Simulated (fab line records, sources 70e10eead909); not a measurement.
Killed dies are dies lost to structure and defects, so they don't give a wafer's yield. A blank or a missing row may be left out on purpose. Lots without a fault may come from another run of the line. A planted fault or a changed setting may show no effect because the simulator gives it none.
Which tool did it? | flow nand_harc | 6 lots, 17 wafers sampled, at 4 steps of a route of 1159

WHAT THE GAUGES READ, wafer by wafer
NHARC_A_ONON_D1_THK_MEAS_08: measures by ellipsometry.
lot  | measured     | on            | thk_nm (nm)
L563 | day 8 11:01  | film_metro-02 | 1002 1001 1002
L565 | day 8 16:46  | film_metro-02 | 1002 1004 1004
L567 | day 9 07:18  | film_metro-02 | 1006 1005 1007
L568 | day 9 21:37  | film_metro-01 | 999 998 996
L580 | day 12 15:58 | film_metro-01 | 988 770
L582 | day 12 20:08 | film_metro-01 | 1009 1008 1009

WHICH TOOL RAN EACH LOT (tool, then ch and the chambers of the sampled wafers, then the start)
lot  | NHARC_P_BONDPAD_CMP_19       | NHARC_A_ZERO_WELL_ETCH_19         | NHARC_A_ONON_D1_DEP_06
L563 | cmp-04 ch 0,2,3, day 7 07:59 | rie_diel-11 ch 0,1,2, day 7 10:02 | pecvd_onon-03 ch 0, day 8 10:31
L565 | cmp-02 ch 1,2,3, day 7 15:45 | rie_diel-02 ch 0,1,3, day 7 17:53 | pecvd_onon-01 ch 0, day 8 16:14
L567 | cmp-04 ch 0,1,2, day 8 06:35 | rie_diel-02 ch 0,2,3, day 8 08:38 | pecvd_onon-03 ch 0, day 9 06:47
L568 | cmp-02 ch 1,2,3, day 8 18:31 | rie_diel-09 ch 0,2,3, day 8 20:33 | pecvd_onon-01 ch 0, day 9 21:13
L580 | cmp-03 ch 1,3, day 11 13:52  | rie_diel-11 ch 0,3, day 11 15:57  | pecvd_onon-02 ch 0, day 12 15:29
L582 | cmp-04 ch 0,3, day 11 19:28  | rie_diel-11 ch 0,3, day 11 21:32  | pecvd_onon-01 ch 0, day 12 19:40
- NHARC_P_BONDPAD_CMP_19: polishes, t overpolish 30 s, cu recess touch 16 s, target thk 160.81 nm.
- NHARC_A_ZERO_WELL_ETCH_19: etches the open film in N2/H2, target depth 80 nm, overetch 24 nm, time 87.88 s.
- NHARC_A_ONON_D1_DEP_06: target thk 1000 nm.

THE ANSWER, worked out from the rows above alone
Rule: what is usual is taken from the lots themselves. Put in order of their means at a reading, lots are off if they are a third of the lots or fewer, leave a main group of 4 or more, and stand apart from it by a gap of 3 or more times the standard deviation of the main group's means; of several such gaps the widest counts. A main group whose means are all the same, to the digits that the tables above print for the reading, isn't used. A lot without any number at a reading at which 4 lots or more have one is off too. The other lots that the step has rows for count as sound.
Off: L580, at NHARC_A_ONON_D1_THK_MEAS_08 (thk_nm). The main group: mean 1003 nm, standard deviation 3.8.
A tool fits if, at a process step before that reading, it ran every lot that is off, and no sound lot after the first of them. The gauges at NHARC_A_ONON_D1_THK_MEAS_08 are tried like those tools. Can't be told from this: 2 tools fit, cmp-03 at NHARC_P_BONDPAD_CMP_19, pecvd_onon-02 at NHARC_A_ONON_D1_DEP_06.

WHAT THE SIMULATOR HAD PUT IN
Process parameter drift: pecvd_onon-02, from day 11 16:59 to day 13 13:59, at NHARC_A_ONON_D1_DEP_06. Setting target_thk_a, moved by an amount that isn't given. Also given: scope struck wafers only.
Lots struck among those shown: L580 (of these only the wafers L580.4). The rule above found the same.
